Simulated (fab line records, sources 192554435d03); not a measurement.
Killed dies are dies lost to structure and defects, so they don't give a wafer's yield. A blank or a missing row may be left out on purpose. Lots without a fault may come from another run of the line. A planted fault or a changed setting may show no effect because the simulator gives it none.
Split-lot experiment | flow n5_finfet | 7 lots, 39 wafers read, on a route of 1938 steps

THE SPLIT
At N5_FIN_SAQP_ETCH_65 (etches SiO2 in CF4, target depth 4 nm, time 4.4 s), the setting time_s was moved away from the recipe's 4.4 s on 18 of the 39 wafers read, by -47.8% to +48.0%. The other wafers ran this setting at the recipe's value.

The reading is taken at the split's own step.

THE READING
etch.depth_nm (the simulator's own value, which no gauge read), in nm, at N5_FIN_SAQP_ETCH_65 (etches SiO2 in CF4, target depth 4 nm, time 4.4 s). The file gives no usual value for it. The 21 wafers here that ran the recipe average 3.994 nm, standard deviation 0.046 nm.

wafer  | tool, chamber at the split | time_s as run, s | against the recipe | etch.depth_nm, nm | against lot-mates on the recipe
L075.1 | rie_si-04, 1               | 4.4              | recipe             | 3.991             | -
L075.2 | rie_si-04, 0               | 6.249            | +42.0%             | 5.54              | +1.517
L075.3 | rie_si-04, 2               | 4.4              | recipe             | 4.056             | -
L075.4 | rie_si-04, 3               | 6.249            | +42.0%             | 5.608             | +1.585
L075.5 | rie_si-04, 2               | 4.4              | recipe             | 4.023             | -
L075.6 | rie_si-04, 3               | 6.249            | +42.0%             | 5.588             | +1.565
L079.1 | rie_si-02, 1               | 4.4              | recipe             | 3.928             | -
L079.2 | rie_si-02, 2               | 4.4              | recipe             | 4.029             | -
L079.3 | rie_si-02, 0               | 2.297            | -47.8%             | 2.127             | -1.859
L079.4 | rie_si-02, 3               | 4.4              | recipe             | 4.002             | -
L079.5 | rie_si-02, 0               | 2.297            | -47.8%             | 2.104             | -1.882
L079.6 | rie_si-02, 1               | 2.297            | -47.8%             | 2.06              | -1.926
L080.1 | rie_si-04, 1               | 3.704            | -15.8%             | 3.326             | -0.615
L080.2 | rie_si-04, 3               | 4.4              | recipe             | 3.949             | -
L080.3 | rie_si-04, 2               | 4.4              | recipe             | 3.977             | -
L080.4 | rie_si-04, 0               | 4.4              | recipe             | 3.897             | -
L080.5 | rie_si-04, 0               | 3.704            | -15.8%             | 3.291             | -0.650
L080.6 | rie_si-04, 1               | 3.704            | -15.8%             | 3.377             | -0.564
L085.1 | rie_si-02, 2               | 4.4              | recipe             | 4.051             | -
L085.2 | rie_si-02, 1               | 4.4              | recipe             | 3.975             | -
L085.4 | rie_si-02, 0               | 4.4              | recipe             | 4.037             | -
L089.1 | rie_si-04, 1               | 4.4              | recipe             | 4.023             | -
L089.2 | rie_si-04, 2               | 6.514            | +48.0%             | 6.017             | +2.024
L089.3 | rie_si-04, 0               | 4.4              | recipe             | 3.915             | -
L089.4 | rie_si-04, 3               | 6.514            | +48.0%             | 5.862             | +1.869
L089.5 | rie_si-04, 1               | 6.514            | +48.0%             | 5.858             | +1.865
L089.6 | rie_si-04, 2               | 4.4              | recipe             | 4.041             | -
L090.1 | rie_si-04, 0               | 2.353            | -46.5%             | 2.092             | -1.928
L090.2 | rie_si-04, 2               | 4.4              | recipe             | 4.05              | -
L090.3 | rie_si-04, 1               | 2.353            | -46.5%             | 2.122             | -1.898
L090.4 | rie_si-04, 3               | 2.353            | -46.5%             | 2.096             | -1.924
L090.5 | rie_si-04, 1               | 4.4              | recipe             | 3.992             | -
L090.6 | rie_si-04, 2               | 4.4              | recipe             | 4.018             | -
L097.1 | rie_si-04, 0               | 4.4              | recipe             | 3.947             | -
L097.2 | rie_si-04, 2               | 6.373            | +44.8%             | 5.763             | +1.789
L097.3 | rie_si-04, 3               | 6.373            | +44.8%             | 5.717             | +1.743
L097.4 | rie_si-04, 1               | 6.373            | +44.8%             | 5.762             | +1.788
L097.5 | rie_si-04, 2               | 4.4              | recipe             | 4.011             | -
L097.6 | rie_si-04, 3               | 4.4              | recipe             | 3.963             | -

THE FIT
A straight line over all 39 wafers: etch.depth_nm changes by +0.0396 nm for each +1% of time_s; r = +1.00; the points scatter about the line by 0.051 nm.
The same after taking each lot's own level away (the mean of its wafers on the recipe; 39 wafers): +0.0395 nm for each +1%; r = +1.00; scatter 0.053 nm.
On that fit, the largest move of time_s shifts the reading by 1.9 nm.
The lots' own levels span 3.9410 to 4.0233 nm, that is 1.8 times the standard deviation above.
So the lot-to-lot level changes the slope little: the two slopes agree.
Check: with one of the wafers moved furthest among these (+48.0%) left out of the fit, the line predicts +1.88 nm for it against its lot-mates. It came out at +2.02 nm against them.

THE FILE'S OWN FIT
etch.depth_nm changes by +0.0395 nm for each +1% of time_s, r = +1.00.
